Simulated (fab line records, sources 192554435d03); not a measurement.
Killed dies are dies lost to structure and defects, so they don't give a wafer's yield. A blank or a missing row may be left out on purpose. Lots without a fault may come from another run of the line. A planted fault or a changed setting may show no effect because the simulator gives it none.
Which tool did it? | flow n5_finfet | 10 lots, 30 wafers sampled, at 5 steps of a route of 1938

WHAT THE GAUGES READ, wafer by wafer
The record holds no reading of a measuring or inspecting step that can be judged against a usual standard deviation.

WHICH TOOL RAN EACH LOT (tool, then ch and the chambers of the sampled wafers, then the start)
lot  | N5_BEOL_M7_STRIP_67                | N5_BEOL_M7_ETCH_72                 | N5_BEOL_M7_ETCH_65                 | N5_BEOL_M7_ETCH_41                            | N5_PASSIVATION_PROBE_49
L597 | rie_diel-02 ch 1,2,3, day 8 23:47  | rie_diel-02 ch 0,1,2, day 9 02:35  | rie_diel-02 ch 0,1,2, day 9 02:35  | rie_diel-02 ch 0,1,2, no start                | -
L604 | rie_diel-02 ch 2,3, day 10 06:53   | rie_diel-01 ch 2,3, day 10 07:44   | rie_diel-01 ch 2,3, day 10 07:44   | rie_diel-01 ch 2,3, no start                  | -
L602 | rie_diel-03 ch 0,2,3, day 10 10:40 | rie_diel-02 ch 0,1,3, day 10 11:35 | rie_diel-02 ch 0,1,3, day 10 11:36 | rie_diel-02 ch 0,1,3, no start                | -
L605 | rie_diel-01 ch 0,1, day 10 16:28   | rie_diel-01 ch 0,1,2, day 10 18:07 | rie_diel-01 ch 0,1,2, day 10 18:08 | rie_diel-01 ch 0,1,2, no start                | -
L608 | rie_diel-01 ch 1,2,3, day 12 04:17 | rie_diel-01 ch 1,2,3, day 12 06:56 | rie_diel-01 ch 1,2,3, day 12 06:58 | rie_diel-01 ch 1,2,3, no start                | -
L609 | rie_diel-02 ch 0,2,3, day 12 16:19 | rie_diel-01 ch 0,1,3, day 12 18:35 | rie_diel-01 ch 0,1,3, day 12 18:37 | rie_diel-01 ch 0,1,3, no start                | -
L612 | rie_diel-03 ch 1,2,3, day 12 19:16 | rie_diel-02 ch 0,1,3, day 12 20:50 | rie_diel-02 ch 0,1,3, day 12 20:51 | rie_diel-02 ch 0,1,3, day 16 00:06 or earlier | prober-01, day 16 00:06
L611 | rie_diel-03 ch 1,2,3, day 13 03:20 | rie_diel-02 ch 0,1, day 13 04:12   | rie_diel-02 ch 0,1, day 13 04:13   | rie_diel-02 ch 0,1, day 16 14:34 or earlier   | prober-02, day 16 14:34
L616 | rie_diel-03 ch 2,3, day 13 12:57   | rie_diel-03 ch 0,2, day 13 14:34   | rie_diel-03 ch 0,2, day 13 14:35   | rie_diel-03 ch 0,2, no start                  | -
L615 | rie_diel-01 ch 0,3, day 13 21:54   | rie_diel-03 ch 0,3, day 13 23:17   | rie_diel-03 ch 0,3, day 13 23:19   | rie_diel-03 ch 0,3, no start                  | -
- N5_BEOL_M7_STRIP_67: strips in CF4.
- N5_BEOL_M7_ETCH_72: etches underlayer in N2/H2, target depth 6.5 nm, time 5.2 s.
- N5_BEOL_M7_ETCH_65: etches SiARC in CF4, target depth 15.6 nm, time 26 s.
- N5_BEOL_M7_ETCH_41: etches SiCN in CH3F/O2, target depth 31.9 nm, time 57.8 s.
- N5_PASSIVATION_PROBE_49

WHAT THE TOOLS THEMSELVES READ (means of the sampled wafers that have a number; where no wafer has one, the mark that the record gives instead)
N5_BEOL_M7_STRIP_67.
lot  | tool        | drypump_motor_current_A (A) | oes_product_au (a.u.) | rf_vpp_V (V) | showerhead_plenum_p_Torr (Torr) | throttle_valve_pct (%)
L597 | rie_diel-02 | 5.5                         | 0.78                  | 269.7        | 1.75                            | 13.55
L604 | rie_diel-02 | 5.8                         | 0.83                  | 271.8        | 1.81                            | 13.58
L602 | rie_diel-03 | 5.9                         | 0.75                  | 271.9        | 1.84                            | 13.69
L605 | rie_diel-01 | 6.1                         | 0.75                  | 272.5        | 1.87                            | 13.79
L608 | rie_diel-01 | 5.3                         | 0.82                  | 273.3        | 1.85                            | 13.64
L609 | rie_diel-02 | 5.7                         | 0.76                  | 270.4        | 1.77                            | 13.75
L612 | rie_diel-03 | 5.8                         | 0.73                  | 272.1        | 1.83                            | 13.69
L611 | rie_diel-03 | 5.8                         | 0.73                  | 271.8        | 1.83                            | 13.69
L616 | rie_diel-03 | 6.0                         | 0.74                  | 272.1        | 1.86                            | 13.64
L615 | rie_diel-01 | 5.5                         | 0.72                  | 271.2        | 1.80                            | 13.85

N5_BEOL_M7_ETCH_72.
lot  | tool        | drypump_motor_current_A (A) | etch_rf_on_time_s (s) | oes_product_au (a.u.) | rf_vpp_V (V) | showerhead_plenum_p_Torr (Torr) | throttle_valve_pct (%)
L597 | rie_diel-02 | 5.4                         | 5.25                  | 0.63                  | 521.5        | 2.43                            | 17.96
L604 | rie_diel-01 | 4.9                         | 5.08                  | 0.73                  | 527.3        | 2.64                            | 17.87
L602 | rie_diel-02 | 5.3                         | 5.28                  | 0.64                  | 522.9        | 2.54                            | 17.82
L605 | rie_diel-01 | 5.6                         | 5.19                  | 0.69                  | 528.1        | 2.68                            | 18.00
L608 | rie_diel-01 | 5.3                         | 3.86                  | 0.85                  | 527.9        | 2.64                            | 18.04
L609 | rie_diel-01 | 5.7                         | 4.59                  | 0.71                  | 527.0        | 2.62                            | 18.15
L612 | rie_diel-02 | 5.3                         | 5.28                  | 0.63                  | 523.6        | 2.53                            | 17.86
L611 | rie_diel-02 | 5.0                         | 5.28                  | 0.60                  | 520.8        | 2.44                            | 17.81
L616 | rie_diel-03 | 5.7                         | 5.20                  | 0.61                  | 525.0        | 2.55                            | 18.00
L615 | rie_diel-03 | 5.5                         | 5.29                  | 0.60                  | 523.7        | 2.56                            | 18.06

N5_BEOL_M7_ETCH_65.
lot  | tool        | drypump_motor_current_A (A) | etch_rf_on_time_s (s) | oes_product_au (a.u.) | rf_vpp_V (V) | showerhead_plenum_p_Torr (Torr) | throttle_valve_pct (%)
L597 | rie_diel-02 | 5.4                         | 26.2                  | 0.64                  | 183.6        | 2.05                            | 15.70
L604 | rie_diel-01 | 4.9                         | 24.8                  | 0.74                  | 184.7        | 2.22                            | 15.56
L602 | rie_diel-02 | 5.3                         | 26.2                  | 0.65                  | 184.1        | 2.14                            | 15.59
L605 | rie_diel-01 | 5.6                         | 26.1                  | 0.70                  | 184.6        | 2.24                            | 15.65
L608 | rie_diel-01 | 5.3                         | 25.6                  | 0.70                  | 186.2        | 2.21                            | 15.68
L609 | rie_diel-01 | 5.7                         | 26.2                  | 0.64                  | 184.9        | 2.20                            | 15.82
L612 | rie_diel-02 | 5.3                         | 26.4                  | 0.63                  | 183.9        | 2.13                            | 15.63
L611 | rie_diel-02 | 5.0                         | 26.7                  | 0.59                  | 183.1        | 2.06                            | 15.58
L616 | rie_diel-03 | 5.7                         | 26.0                  | 0.61                  | 183.3        | 2.16                            | 15.86
L615 | rie_diel-03 | 5.5                         | 26.0                  | 0.61                  | 183.9        | 2.16                            | 15.94

N5_BEOL_M7_ETCH_41.
lot  | tool        | CH3F_flow_sccm (sccm) | drypump_motor_current_A (A) | oes_product_au (a.u.) | rf_vpp_V (V) | showerhead_plenum_p_Torr (Torr) | throttle_valve_pct (%)
L597 | rie_diel-02 | 30.01                 | 5.4                         | 0.74                  | 295.8        | 1.92                            | 16.44
L604 | rie_diel-01 | 30.05                 | 4.9                         | 0.86                  | 298.4        | 2.08                            | 16.35
L602 | rie_diel-02 | 29.99                 | 5.3                         | 0.76                  | 297.6        | 2.01                            | 16.36
L605 | rie_diel-01 | 30.09                 | 5.6                         | 0.81                  | 298.9        | 2.09                            | 16.36
L608 | rie_diel-01 | 30.00                 | 5.3                         | 0.81                  | 298.8        | 2.07                            | 16.43
L609 | rie_diel-01 | 30.04                 | 5.7                         | 0.75                  | 298.3        | 2.05                            | 16.51
L612 | rie_diel-02 | 30.07                 | 5.3                         | 0.74                  | 298.2        | 2.00                            | 16.41
L611 | rie_diel-02 | 29.96                 | 5.0                         | 0.69                  | 295.2        | 1.93                            | 16.34
L616 | rie_diel-03 | 29.99                 | 5.7                         | 0.71                  | 298.3        | 2.01                            | 16.53
L615 | rie_diel-03 | 30.00                 | 5.5                         | 0.72                  | 298.3        | 2.01                            | 16.61

N5_PASSIVATION_PROBE_49.
lot  | tool      | defect_limited_yield (%) | killed_at_M0_to_M3 | killed_at_M4_up | killed_at_contacts | killed_at_front_end | killed_at_other | killed_dies | killed_open | killed_short | sort_bin_5_function (%) | sort_bin_6_memory (%) | sort_n_pass | sort_yield_pct (%)
L612 | prober-01 | 90.5                     | 42                 | 8               | 10                 | 49                  | 4               | 112         | 75          | 37           | 5.4                     | 3.8                   | 1068        | 90.5
L611 | prober-02 | 92.8                     | 22                 | 18              | 6                  | 39                  | 0               | 85          | 52          | 33           | 4.1                     | 3.0                   | 1095        | 92.8

THE ANSWER, worked out from the rows above alone
Rule: what is usual is taken from the lots themselves. Put in order of their means at a reading, lots are off if they are a third of the lots or fewer, leave a main group of 4 or more, and stand apart from it by a gap of 3 or more times the standard deviation of the main group's means; of several such gaps the widest counts. A main group whose means are all the same, to the digits that the tables above print for the reading, isn't used. A lot without any number at a reading at which 4 lots or more have one is off too. The other lots that the step has rows for count as sound. The gauges are gone through in route order, then the tools' own readings, and for those a lot's mean is taken as printed above. The first step at which some lot is off is used, and at that step the reading that is off furthest; a lot without a number counts as furthest.
Off: L608, L609, at N5_BEOL_M7_ETCH_72 (etch_rf_on_time_s). The main group: mean 5.23 s, standard deviation 0.068.
A tool fits if, at that step or a process step before it, it ran every lot that is off, and no sound lot after the first of them. One fits: rie_diel-01 at N5_BEOL_M7_ETCH_72. Its last sound lot is L605 (day 10 18:07), its first lot that is off L608 (day 12 06:56): a fault that began between those two fits.
The tool's own readings at N5_BEOL_M7_ETCH_72 bear it out: on the lots that are off they differ by more than 5 times the standard deviation of the sound lots' means. etch_rf_on_time_s reads 4.22 s there against 5.23 s on the sound lots.

WHAT THE SIMULATOR HAD PUT IN
Process parameter drift: rie_diel-01, from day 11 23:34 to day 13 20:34, at N5_BEOL_M7_ETCH_72. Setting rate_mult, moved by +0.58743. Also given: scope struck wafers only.
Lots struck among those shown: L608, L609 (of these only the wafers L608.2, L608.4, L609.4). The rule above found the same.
